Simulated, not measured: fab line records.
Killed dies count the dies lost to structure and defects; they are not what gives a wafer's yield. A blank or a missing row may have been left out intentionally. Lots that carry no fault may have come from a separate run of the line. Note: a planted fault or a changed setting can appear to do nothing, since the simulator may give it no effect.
Lot-split experiment ; flow n5_finfet ; 21 wafers read across 7 lots, on a route 1938 steps long

== ABOUT THE SPLIT ==
At N5_BEOL_M0_SAQP_SPACER1_ALD_98 (deposits SiO2, target thk 12.8 nm, pulse time 1 s, purge time 2 s), the setting ald_cycles was moved away from the recipe's 138 on 6 of the 21 wafers read, by -6.5% to +14.5%. This setting was run at the recipe's value on the other wafers.

== FROM THE SPLIT TO THE READING: what the file shows between them, 2 steps ==
- N5_BEOL_M0_SAQP_SPACER1_ETCHBACK_99: etches SiO2 in CHF3/O2, target depth 15.4 nm, time 7.7 s
- N5_BEOL_M0_SAQP_MANDREL1_REMOVE_100: chemistry HBr/Cl2/O2, target a-Si, stops on SiNx, bt time 10 s

== THE READING ==
Shown in nm: cd_nm at N5_BEOL_M0_SAQP_CD_MEAS_25, with target cd 13.1 nm. On this fab line, fault-free wafers typically give 12.80 nm with a standard deviation of 0.22 nm.

wafer;tool, chamber at the split;ald_cycles as run;against the recipe;cd_nm, nm;against lot-mates on the recipe
L079.2;ald_sin-04, 2,1;138;recipe;12.86;-
L079.4;ald_sin-04, 2,1;138;recipe;12.84;-
L079.5;ald_sin-04, 3;138;recipe;12.93;-
L081.3;ald_sin-02, 2;138;recipe;12.46;-
L081.4;ald_sin-02, 0,3;138;recipe;12.92;-
L081.5;ald_sin-02, 0,3;138;recipe;12.55;-
L082.1;ald_sin-04, 0,2;129;-6.5%;11.90;-0.96
L082.4;ald_sin-04, 0,2;129;-6.5%;12.03;-0.83
L082.5;ald_sin-04, 2;138;recipe;12.86;-
L083.1;ald_sin-04, 0,1;158;+14.5%;14.50;+1.95
L083.3;ald_sin-04, 1;138;recipe;12.55;-
L083.5;ald_sin-04, 0,1;158;+14.5%;14.56;+2.01
L088.2;ald_sin-04, 1;138;recipe;12.81;-
L088.3;ald_sin-04, 3;145;+5.1%;13.14;+0.33
L088.6;ald_sin-04, 0;145;+5.1%;13.25;+0.44
L089.4;ald_sin-04, 0;138;recipe;12.92;-
L089.5;ald_sin-04, 3;138;recipe;12.89;-
L089.6;ald_sin-04, 0;138;recipe;12.67;-
L091.3;ald_sin-01, 1,3,0;138;recipe;12.93;-
L091.4;ald_sin-01, 1,3,0;138;recipe;12.74;-
L091.6;ald_sin-01, 1,3,0;138;recipe;12.82;-
The file does not say which wafer passed through which chamber wherever a row lists several chambers: such a row stands for several wafers.

THE FIT
A straight line over all 21 wafers: cd_nm changes by +0.119 nm for each +1% of ald_cycles; r = +0.97; the points scatter about the line by 0.15 nm.
The same after taking each lot's own level away (the mean of its wafers on the recipe; 21 wafers): +0.132 nm for each +1%; r = +0.98; scatter 0.14 nm.
That fit puts the effect of the largest move of ald_cycles on the reading at 1.9 nm.
The lots' own levels span 12.550 to 12.877 nm, that is 1.5 times the standard deviation above.
So the lot-to-lot level changes the slope: the two fits differ.
Check: for one of the wafers moved furthest among these (+14.5%), held out of the fit, the line's prediction against its lot-mates is +1.86 nm. It came out at +1.95 nm against them.

== THE WHOLE CHAIN: every reading that the file lists as answering this split, in the file's order ==
step;what it does;reading;change (the file's fit);r (the file's)
N5_BEOL_M0_SAQP_SPACER1_ALD_98;deposits SiO2, target thk 12.8 nm, pulse time 1 s, purge time 2 s;SiO2_of_BEOL_M0_SAQP_SPACER1_ALD_98.thk_nm (the simulator's own value, which no gauge read);+0.136 nm for each +1% of the setting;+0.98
N5_BEOL_M0_SAQP_MANDREL1_REMOVE_100;chemistry HBr/Cl2/O2, target a-Si, stops on SiNx, bt time 10 s;BEOL_M0_SAQP.cd_nm (the simulator's own value, which no gauge read);+0.134 nm for each +1% of the setting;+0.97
N5_BEOL_M0_SAQP_CD_MEAS_25;target cd 13.1 nm;cd_nm;+0.131 nm for each +1% of the setting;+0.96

== FILE'S OWN FIT ==
cd_nm changes by +0.131 nm for each +1% of ald_cycles, r = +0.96.
